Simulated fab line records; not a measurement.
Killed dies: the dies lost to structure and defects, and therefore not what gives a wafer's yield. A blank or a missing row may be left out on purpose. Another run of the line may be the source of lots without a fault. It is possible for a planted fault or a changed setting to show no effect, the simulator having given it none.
Split-lot study	flow n5_finfet	39 wafers read from 7 lots, route of 1938 steps

## ABOUT THE SPLIT
At N5_BEOL_M7_TRENCH_ETCH_37 (etches SiCOH lowk in C4F6/O2, target depth 93.478 nm, time 31.2 s), the setting target_depth_a was moved away from the recipe's 934.78 angstrom on 9 of the 39 wafers read, by -36.1% to +26.6%. All remaining wafers had this setting at the recipe value.

## FROM THE SPLIT TO THE READING: what the file shows between them, 11 steps
- N5_BEOL_M7_ETCH_41: etches SiCN in CH3F/O2, target depth 31.9 nm, time 57.8 s
- N5_BEOL_M7_STRIP_80: strips in N2/H2, time 10 s
- N5_BEOL_M7_OCD_MEAS_38
- N5_BEOL_M7_HM_STRIP_39: strips TiN in peroxide tin strip, target depth 25 nm, time 158 s
- N5_BEOL_M7_SRD_40: time 30 s
- N5_BEOL_M7_ECD_50: material Cu, target thk 300 nm
- N5_BEOL_M7_ANNEAL_51: time 90 s
- N5_BEOL_M7_CMP_52: polishes, stops on SiCOH lowk, t overpolish 6.9 s, target thk 80 nm
- N5_BEOL_M7_THK_MEAS_53: measures by xrf
- N5_BEOL_M7_PRE_CLEAN_55: time 15 s
- N5_BEOL_M7_DEP_56: deposits SiCN from 3MS/NH3, target thk 10 nm, time 17.5 s

## THE READING
At N5_BEOL_M7_RS_MEAS_57, a four-point-probe measurement gives M7_RS in ohm/sq. A value of 0.286 ohm/sq with a standard deviation of 0.0081 ohm/sq is what fault-free wafers of this fab line usually give.

wafer	tool, chamber at the split	target_depth_a as run, angstrom	against the recipe	M7_RS, ohm/sq	against lot-mates on the recipe
L086.1	rie_diel-05, 2	934.78	recipe	0.286	-
L086.2	rie_diel-05, 1	934.78	recipe	0.301	-
L086.3	rie_diel-05, 3	934.78	recipe	0.284	-
L086.4	rie_diel-05, 0	934.78	recipe	0.284	-
L086.5	rie_diel-05, 3	934.78	recipe	0.290	-
L086.6	rie_diel-05, 0	934.78	recipe	0.288	-
L087.2	rie_diel-05, 1	934.78	recipe	0.302	-
L087.4	rie_diel-05, 2	934.78	recipe	0.284	-
L087.6	rie_diel-05, 2	934.78	recipe	0.287	-
L090.1	rie_diel-05, 1	596.9	-36.1%	0.564	+0.286
L090.2	rie_diel-05, 3	934.78	recipe	0.279	-
L090.3	rie_diel-05, 0	934.78	recipe	0.272	-
L090.4	rie_diel-05, 2	596.9	-36.1%	0.543	+0.265
L090.5	rie_diel-05, 2	934.78	recipe	0.282	-
L090.6	rie_diel-05, 3	596.9	-36.1%	0.531	+0.253
L094.1	rie_diel-05, 0	934.78	recipe	0.288	-
L094.2	rie_diel-05, 1	934.78	recipe	0.309	-
L094.3	rie_diel-05, 3	738.5	-21.0%	0.402	+0.107
L094.4	rie_diel-05, 2	738.5	-21.0%	0.415	+0.120
L094.5	rie_diel-05, 3	738.5	-21.0%	0.404	+0.109
L094.6	rie_diel-05, 2	934.78	recipe	0.288	-
L095.1	rie_diel-05, 0	934.78	recipe	0.277	-
L095.2	rie_diel-05, 1	1183	+26.6%	0.215	-0.069
L095.3	rie_diel-05, 3	1183	+26.6%	0.205	-0.079
L095.4	rie_diel-05, 2	934.78	recipe	0.279	-
L095.5	rie_diel-05, 1	934.78	recipe	0.297	-
L095.6	rie_diel-05, 2	1183	+26.6%	0.204	-0.080
L096.1	rie_diel-02, 1	934.78	recipe	0.276	-
L096.2	rie_diel-02, 3	934.78	recipe	0.285	-
L096.3	rie_diel-02, 0	934.78	recipe	0.296	-
L096.4	rie_diel-02, 3	934.78	recipe	0.279	-
L096.5	rie_diel-02, 0	934.78	recipe	0.293	-
L096.6	rie_diel-02, 1	934.78	recipe	0.268	-
L097.1	rie_diel-05, 0	934.78	recipe	0.292	-
L097.2	rie_diel-05, 1	934.78	recipe	0.305	-
L097.3	rie_diel-05, 2	934.78	recipe	0.290	-
L097.4	rie_diel-05, 3	934.78	recipe	0.291	-
L097.5	rie_diel-05, 2	934.78	recipe	0.289	-
L097.6	rie_diel-05, 1	934.78	recipe	0.305	-

THE FIT
A straight line over all 39 wafers: M7_RS changes by -0.00556 ohm/sq for each +1% of target_depth_a; r = -0.95; the points scatter about the line by 0.025 ohm/sq.
The same after taking each lot's own level away (the mean of its wafers on the recipe; 39 wafers): -0.00561 ohm/sq for each +1%; r = -0.94; scatter 0.027 ohm/sq.
Per that fit: largest target_depth_a move, reading shift of 0.2 ohm/sq.
The lots' own levels span 0.2777 to 0.2953 ohm/sq, that is 2.2 times the standard deviation above.
The two slopes are in agreement: the lot-to-lot level therefore moves the slope only a little.
Check: with one of the wafers moved furthest among these (-36.1%) left out of the fit, the line predicts +0.196 ohm/sq for it against its lot-mates. Against them it came out at +0.286 ohm/sq.

## THE WHOLE CHAIN: every reading that the file lists as answering this split, in the file's order
step	what it does	reading	change (the file's fit)	r (the file's)
N5_BEOL_M7_TRENCH_ETCH_37	etches SiCOH lowk in C4F6/O2, target depth 93.478 nm, time 31.2 s	etch.depth_nm (the simulator's own value, which no gauge read)	+0.928 nm for each +1% of the setting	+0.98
N5_BEOL_M7_TRENCH_ETCH_37	etches SiCOH lowk in C4F6/O2, target depth 93.478 nm, time 31.2 s	BEOL_M7.feature_depth_nm (the simulator's own value, which no gauge read)	+0.928 nm for each +1% of the setting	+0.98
N5_BEOL_M7_OCD_MEAS_38		trench_depth_nm	+0.933 nm for each +1% of the setting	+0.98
N5_BEOL_M7_CMP_52	polishes, stops on SiCOH lowk, t overpolish 6.9 s, target thk 80 nm	Cu_of_BEOL_M7_ECD_50.thk_nm (the simulator's own value, which no gauge read)	+0.942 nm for each +1% of the setting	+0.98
N5_BEOL_M7_THK_MEAS_53	measures by xrf	M7_THK	+0.951 for each +1% of the setting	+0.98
N5_BEOL_M7_RS_MEAS_57	measures by four-point-probe	M7_RS	-0.00574 for each +1% of the setting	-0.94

## FILE'S OWN FIT
M7_RS changes by -0.00574 ohm/sq for each +1% of target_depth_a, r = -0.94.
